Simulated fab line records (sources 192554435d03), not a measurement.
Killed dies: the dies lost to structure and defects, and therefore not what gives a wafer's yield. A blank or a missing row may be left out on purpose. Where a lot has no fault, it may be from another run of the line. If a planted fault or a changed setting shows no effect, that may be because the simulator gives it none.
fab line records ; flow n5Finfet
record: lots: 5; wafers: 15; lastDay: 18
route steps=1938 shown MIM_TOP_LITHO@1846 MIM_TOP_ETCH@1851 MIM_BOT_LITHO@1854
lots that met no fault: from a run of the same line without faults
startH: the number of hours between the record's first day and the start of the first shown wafer of the lot ; waitH: hours from the lot's prior step to this one ; " the same as in the row above ; L1.1+2: one row covering several wafers at once ; - no value, or no start given ; * or withheld: withheld ; < > ~ a bound
route shown NAME@n: NAME is a module with steps in the file, n the number in the route of the first one ; usual: mean/standard deviation of fault-free wafers ; same: alike in all rows ; chamber/n: place in a boat ; sites: per-site readings ; _std_site: standard deviation across them ; _edge_site: the outer-site mean with the inner-site mean subtracted ; radiusMm: for every site, how far away it sits from the centre of the wafer ; mask NAME#n: copy n ; behind: the last tool/chamber to shape the wafer ; hold: reason for holding the lot/hours on hold/outcome of the hold ; device: which transistor (n, p or np) failed to switch ; end of line: tests of these same wafers at the route's end ; step lacking rows: just its recipe ; killed: dies that structure and defects cost at the first sort, which is not the same as the wafer's yield ; map: dies across one wafer; x = killed, . = not, _ = none there
set.NAME: setting as actually run; set.NAME@STEP: the setting as run at that earlier step ; model.NAME: the simulator's own value behind a step, which no gauge read
lots seen at some steps along the route; tables by step, rows by wafer
services: the hour from which a tool's chamber was out of use, counted from the record's first day as startH (under 0 if before that day), plus the number of hours and why
== steps ==
step: N5_MIM_TOP_LITHO_HARDBAKE_09
recipe: tempC: 130; timeS: 120
step: N5_MIM_TOP_LITHO_CD_MEAS_08
recipe: targetCdNm: 2000; landingEnergyEv: 500; detector: seInlens
usual: cdNm: 1999.8/2.2
lot.wafer;tool;chamber;startH;waitH;cdNm
L533.2;cdSem-01;0;262.07;-;1998.7
L533.4;cdSem-01;0;262.07;-;1997.8
L533.6;cdSem-01;0;262.07;-;1999.3
L535.4;cdSem-02;0;283.51;-;1997.8
L535.5;cdSem-02;0;283.51;-;1997.7
L535.6;cdSem-02;0;283.51;-;1995.5
L541.1;cdSem-03;0;321.80;-;1999.0
L541.3;cdSem-03;0;321.80;-;1999.3
L541.4;cdSem-03;0;321.80;-;2000.4
L555.1;cdSem-01;0;398.53;-;2001.0
L555.4;cdSem-01;0;398.53;-;1997.7
L555.5;cdSem-01;0;398.53;-;1998.7
L554.1;cdSem-03;0;411.56;-;2002.0
L554.3;cdSem-03;0;411.56;-;2002.1
L554.5;cdSem-03;0;411.56;-;2001.2
step: N5_MIM_TOP_LITHO_OVL_MEAS_11
recipe: pointsPerWafer: 44
usual: MIM_TOP_OVL: 4/4.6
same: pointsPerWafer: 44
lot.wafer;tool;chamber;startH;waitH;MIM_TOP_OVL[nm]
L533.2;overlay-02;0;262.10;0.0;8
L533.4;overlay-02;0;262.10;0.0;4
L533.6;overlay-02;0;262.10;0.0;6
L535.4;overlay-01;0;283.53;0.0;7
L535.5;overlay-01;0;283.53;0.0;9
L535.6;overlay-01;0;283.53;0.0;5
L541.1;overlay-01;0;321.83;0.0;6
L541.3;overlay-01;0;321.83;0.0;2
L541.4;overlay-01;0;321.83;0.0;1
L555.1;overlay-02;0;398.56;0.0;10
L555.4;overlay-02;0;398.56;0.0;8
L555.5;overlay-02;0;398.56;0.0;8
L554.1;overlay-02;0;411.59;0.0;-4
L554.3;overlay-02;0;411.59;0.0;3
L554.5;overlay-02;0;411.59;0.0;6
step: N5_MIM_TOP_LITHO_INSPECT_12
recipe: mode: adi; inspectInstrument: macro
usual: rawDefectCount: 2.1/1.5
lot.wafer;tool;chamber;startH;waitH;rawDefectCount
L533.2;defectInspect-01;-;262.12;0.0;0
L533.4;defectInspect-01;-;262.12;0.0;2
L533.6;defectInspect-01;-;262.12;0.0;2
L535.4;defectInspect-02;-;283.56;0.0;3
L535.5;defectInspect-02;-;283.56;0.0;2
L535.6;defectInspect-02;-;283.56;0.0;2
L541.1;defectInspect-02;-;321.85;0.0;3
L541.3;defectInspect-02;-;321.85;0.0;4
L541.4;defectInspect-02;-;321.85;0.0;5
L555.1;defectInspect-01;-;398.59;0.0;1
L555.4;defectInspect-01;-;398.59;0.0;1
L555.5;defectInspect-01;-;398.59;0.0;1
L554.1;defectInspect-01;-;411.62;0.0;0
L554.3;defectInspect-01;-;411.62;0.0;4
L554.5;defectInspect-01;-;411.62;0.0;0
step: N5_MIM_TOP_LITHO_DESCUM_10
recipe: chemistry: O2; timeS: 7.9; sourcePowerW: 50; biasPowerW: 20; pressureMtorr: 20; rfFrequencyHz: 2.712e+07; tempC: 40; o2FlowSccm: 225
usual: drypumpMotorCurrentA: 5.7/0.56; oesProductAu: 0.81/0.069; rfVppV: 242.6/1.5; showerheadPlenumPTorr: 2.06/0.074; throttleValvePct: 20.42/0.21
lot.wafer;tool;chamber;startH;waitH;drypumpMotorCurrentA;oesProductAu;rfHoursCounterH;rfVppV;showerheadPlenumPTorr;throttleValvePct
L533.2;rieDiel-06;0;262.28;0.2;5.2;0.81;89;242.0;2.02;20.40
L533.4;rieDiel-06;3;262.28;0.2;6.7;0.90;37;242.6;2.06;20.57
L533.6;rieDiel-06;2;262.28;0.2;5.4;0.69;-;240.9;1.96;20.62
L535.4;rieDiel-04;0;283.73;0.2;5.5;0.72;-;241.5;1.99;20.44
L535.5;rieDiel-04;2;283.73;0.2;5.8;0.95;-;241.1;2.04;20.15
L535.6;rieDiel-04;1;283.73;0.2;6.1;0.81;-;244.2;2.04;20.40
L541.1;rieDiel-03;1;322.13;0.3;6.5;0.92;17;245.1;2.22;20.31
L541.3;rieDiel-03;2;322.13;0.3;4.8;0.83;83;243.2;2.04;20.20
L541.4;rieDiel-03;0;322.13;0.3;5.0;0.83;91;243.5;2.13;20.75
L555.1;rieDiel-03;3;398.62;0.0;6.5;0.80;102;244.7;2.19;20.22
L555.4;rieDiel-03;3;398.62;0.0;6.5;0.80;-;243.4;2.19;20.22
L555.5;rieDiel-03;1;398.62;0.0;6.6;0.87;-;246.5;2.21;20.36
L554.1;rieDiel-03;0;411.65;0.0;5.0;0.80;114;243.4;2.12;20.77
L554.3;rieDiel-03;1;411.65;0.0;6.6;0.87;49;244.9;2.21;20.35
L554.5;rieDiel-03;2;411.65;0.0;4.8;0.79;-;242.1;2.03;20.23
step: N5_MIM_TOP_ETCH_ETCH_00
recipe: chemistry: Cl2/BCl3; target: TiN; targetDepthA: 385; ionEnergyEv: 150; pressureMtorr: 10; icpW: 1000; biasW: 126; Cl2_flow_sccm: 53.25; bcl3FlowSccm: 21.75; Ar_flow_sccm: 25
usual: drypumpMotorCurrentA: 6.0/0.38; oes_ar_750_au: 0.80/0.086; oesProductAu: 0.80/0.085; throttleValvePct: 22.71/0.21
lot.wafer;tool;chamber;startH;waitH;drypumpMotorCurrentA;oes_ar_750_au;oesProductAu;rfHoursCounterH;throttleValvePct
L533.2;rieMetal-03;0;262.37;0.1;5.6;0.97;0.98;1;22.50
L533.4;rieMetal-03;1;262.37;0.1;5.5;0.72;0.71;-;22.80
L533.6;rieMetal-03;1;262.37;0.1;5.5;0.72;0.72;-;22.82
L535.4;rieMetal-02;1;283.82;0.1;6.5;0.69;0.72;-;22.74
L535.5;rieMetal-02;0;283.82;0.1;6.3;0.82;0.84;-;22.82
L535.6;rieMetal-02;1;283.82;0.1;6.5;0.70;0.72;-;22.73
L541.1;rieMetal-02;0;322.22;0.1;6.3;0.81;0.83;20;22.83
L541.3;rieMetal-02;1;322.22;0.1;6.5;0.69;0.70;-;22.74
L541.4;rieMetal-02;0;322.22;0.1;6.3;0.81;0.83;-;22.82
L555.1;rieMetal-02;1;398.71;0.1;6.5;0.68;0.69;92;22.74
L555.4;rieMetal-02;0;398.71;0.1;6.3;0.79;0.81;-;22.83
L555.5;rieMetal-02;0;398.71;0.1;6.3;0.78;0.80;-;22.82
L554.1;rieMetal-03;1;411.74;0.1;5.5;0.70;0.70;89;22.84
L554.3;rieMetal-03;1;411.74;0.1;5.5;0.70;0.69;-;22.81
L554.5;rieMetal-03;1;411.74;0.1;5.5;0.70;0.69;-;22.84
step: N5_MIM_TOP_ETCH_STRIP_01
recipe: chemistry: O2; powerW: 600; tempC: 60; pressureMtorr: 30; rfFrequencyHz: 6e+07; biasPowerW: 0; overashFraction: 0.5; o2FlowSccm: 225
usual: drypumpMotorCurrentA: 5.7/0.39; oesProductAu: 0.75/0.089; rfVppV: 3.7/1.3; showerheadPlenumPTorr: 2.09/0.074; throttleValvePct: 16.73/0.24
lot.wafer;tool;chamber;startH;waitH;drypumpMotorCurrentA;oesProductAu;rfHoursCounterH;rfVppV;showerheadPlenumPTorr;throttleValvePct
L533.2;rieDiel-05;0;262.51;0.1;5.9;0.81;98;2.4;2.19;16.69
L533.4;rieDiel-05;1;262.51;0.1;5.7;0.71;197;4.9;2.00;17.12
L533.6;rieDiel-05;2;262.51;0.1;5.6;0.71;-;2.4;2.15;16.71
L535.4;rieDiel-01;0;283.93;0.1;6.0;0.75;180;2.7;2.02;17.05
L535.5;rieDiel-01;2;283.93;0.1;6.0;0.69;-;3.0;2.14;16.81
L535.6;rieDiel-01;3;283.93;0.1;5.0;0.70;-;3.1;2.01;16.85
L541.1;rieDiel-01;1;322.36;0.1;6.5;0.83;85;2.5;2.12;16.59
L541.3;rieDiel-01;3;322.36;0.1;5.0;0.68;236;0.7;2.00;16.84
L541.4;rieDiel-01;0;322.36;0.1;6.0;0.73;192;1.7;2.02;17.04
L555.1;rieDiel-05;0;398.86;0.1;5.9;0.78;136;4.3;2.18;16.72
L555.4;rieDiel-05;1;398.86;0.1;5.7;0.69;236;5.8;1.99;17.22
L555.5;rieDiel-05;3;398.86;0.1;5.6;0.87;-;2.7;2.15;16.45
L554.1;rieDiel-05;2;411.88;0.1;5.7;0.89;20;4.6;2.13;16.32
L554.3;rieDiel-05;0;411.88;0.1;5.9;0.76;138;4.4;2.18;16.73
L554.5;rieDiel-05;1;411.88;0.1;5.7;0.66;-;2.2;1.99;17.24
step: N5_MIM_TOP_ETCH_PECVD_03
recipe: material: SiNx; targetThkA: 200; tempC: 400; precursor: SiH4/NH3/N2; pressureTorr: 1.5; rfW: 300; timeS: 17.6
usual: heaterPowerW: 769/91; showerheadPlenumPTorr: 5.11/0.069; throttleValvePct: 40.6/2.1
lot.wafer;tool;chamber;startH;waitH;heaterPowerW;showerheadPlenumPTorr;throttleValvePct
L533.2;pecvd-01;1;262.57;-;616;5.08;39.6
L533.4;pecvd-01;2;262.57;-;657;5.10;40.0
L533.6;pecvd-01;1;262.57;-;599;5.09;39.6
L535.4;pecvd-03;1;284.02;-;789;5.24;41.4
L535.5;pecvd-03;0;284.02;-;762;5.09;42.0
L535.6;pecvd-03;2;284.02;-;907;5.15;37.5
L541.1;pecvd-03;2;322.42;-;904;5.15;38.0
L541.3;pecvd-03;0;322.42;-;841;5.09;42.0
L541.4;pecvd-03;2;322.42;-;901;5.15;37.7
L555.1;pecvd-02;1;398.92;-;900;4.96;43.6
L555.4;pecvd-02;2;398.92;-;725;5.03;39.4
L555.5;pecvd-02;1;398.92;-;904;4.97;43.7
L554.1;pecvd-03;0;411.94;-;772;5.10;42.0
L554.3;pecvd-03;1;411.94;-;798;5.23;41.6
L554.5;pecvd-03;2;411.94;-;909;5.14;38.1
step: N5_MIM_BOT_LITHO_HMDS_01
recipe: timeS: 60; tempC: 120
step: N5_MIM_BOT_LITHO_COAT_02
recipe: spinRpm: *; resistThkNm: *
step: N5_MIM_BOT_LITHO_EBR_04
recipe: solvent: PGMEA; ebrWidthMm: 1.5
step: N5_MIM_BOT_LITHO_SOFTBAKE_03
recipe: tempC: 100; timeS: 90
step: N5_MIM_BOT_LITHO_EXPOSE_05
recipe: maskId: MIM_BOT; na: 0.55; sourceShape: conventional; sigmaOuter: 0.8; polarization: unpolarized; doseMj: 24.25
lot.wafer;tool;chamber;startH;waitH;mask
L533.2+4+6;krfScanner-02;0;262.88;-;MIM_BOT#0
L535.4+5+6;krfScanner-01;0;284.19;-;MIM_BOT#0
L541.1+3+4;krfScanner-02;0;322.75;-;MIM_BOT#0
L555.1+4+5;krfScanner-01;0;399.10;-;MIM_BOT#0
L554.1+3+5;krfScanner-01;0;412.12;-;MIM_BOT#0
step: N5_MIM_BOT_LITHO_PEB_06
recipe: pebTempC: withheld; pebTimeS: *
step: N5_MIM_BOT_LITHO_DEVELOP_07
recipe: developTimeS: 60; rinseLiquid: diw; dry: airSpin; devTempC: 21
step: N5_MIM_BOT_LITHO_HARDBAKE_09
recipe: tempC: 130; timeS: 120
step: N5_MIM_BOT_LITHO_CD_MEAS_08
recipe: targetCdNm: 3000; landingEnergyEv: 500; detector: seInlens; polarity: opening
usual: cdNm: 2999.7/1.9
lot.wafer;tool;chamber;startH;waitH;cdNm
L533.2;cdSem-02;0;263.06;-;3001.3
L533.4;cdSem-02;0;263.06;-;2999.8
L533.6;cdSem-02;0;263.06;-;2999.8
L535.4;cdSem-02;0;284.36;-;3003.7
L535.5;cdSem-02;0;284.36;-;3001.4
L535.6;cdSem-02;0;284.36;-;3003.2
L541.1;cdSem-03;0;322.92;-;3009.4
L541.3;cdSem-03;0;322.92;-;3015.0
L541.4;cdSem-03;0;322.92;-;3028.8
L555.1;cdSem-01;0;399.28;-;2996.5
L555.4;cdSem-01;0;399.28;-;2994.9
L555.5;cdSem-01;0;399.28;-;2994.8
L554.1;cdSem-03;0;412.30;-;2999.5
L554.3;cdSem-03;0;412.30;-;2998.4
L554.5;cdSem-03;0;412.30;-;2998.5
step: N5_MIM_BOT_LITHO_OVL_MEAS_11
recipe: pointsPerWafer: 44
usual: MIM_BOT_OVL: -4/5
same: pointsPerWafer: 44
lot.wafer;tool;chamber;startH;waitH;MIM_BOT_OVL[nm]
L533.2;overlay-01;0;263.09;0.0;-4
L533.4;overlay-01;0;263.09;0.0;-4
L533.6;overlay-01;0;263.09;0.0;-5
L535.4;overlay-02;0;284.38;0.0;-5
L535.5;overlay-02;0;284.38;0.0;-9
L535.6;overlay-02;0;284.38;0.0;-2
L541.1;overlay-02;0;322.95;0.0;-8
L541.3;overlay-02;0;322.95;0.0;-3
L541.4;overlay-02;0;322.95;0.0;-8
L555.1;overlay-02;0;399.31;0.0;-9
L555.4;overlay-02;0;399.31;0.0;-1
L555.5;overlay-02;0;399.31;0.0;-6
L554.1;overlay-01;0;412.33;0.0;-8
L554.3;overlay-01;0;412.33;0.0;2
L554.5;overlay-01;0;412.33;0.0;-6
== services ==
tool;chamber;startH;hours;kind
rieDiel-03;1;241.09;-;clean
rieDiel-03;1;241.09;-;consumableReplace:focusRing
rieDiel-03;1;241.09;-;consumableReplace:showerhead
rieDiel-03;1;241.09;30.5;scheduledDown
rieDiel-06;2;243.08;8.3;repair
krfScanner-01;-;252.90;1.0;pm
krfScanner-02;-;259.05;1.3;pm
krfScanner-01;-;263.99;1.3;pm
krfScanner-02;-;265.98;1.0;pm
rieDiel-04;3;281.53;2.6;repair
pecvd-03;0;300.29;4.7;repair
krfScanner-01;-;304.12;0.8;pm
rieMetal-02;-;304.64;2.8;pm
pecvd-02;-;307.51;5.5;pm
rieDiel-04;-;311.41;0.7;repair
pecvd-03;1;319.50;25.3;repair
pecvd-02;-;337.70;3.3;repair
krfScanner-01;-;349.87;11.6;pm
rieDiel-06;0;356.03;43.4;repair
rieDiel-05;0;365.70;8.6;repair
krfScanner-02;-;377.17;0.8;pm
rieDiel-03;0;388.66;19.8;repair
rieDiel-05;-;399.12;0.8;repair
krfScanner-01;-;405.72;5.0;repair
== key ==
firstSign: step: N5_MIM_BOT_LITHO_CD_MEAS_08; reading: cdNm; direction: up; sigmas: 9.7; usual: 2999.7; struck: 3017.7
effect none on later readings
metAt N5_MIM_BOT_LITHO_EXPOSE_05
struckWafers L541.1,L541.3,L541.4
onsetBetween 262.88 322.75
alsoFits N5_MIM_TOP_ETCH_STRIP_01:rieDiel-01
fault: kind: processParameterDrift; tool: krfScanner-02; chamber: -; onsetH: 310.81; steps: N5_MIM_BOT_LITHO_EXPOSE_05; channel: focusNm; offset: 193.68; spreadByWafer: 0.3; shape: step
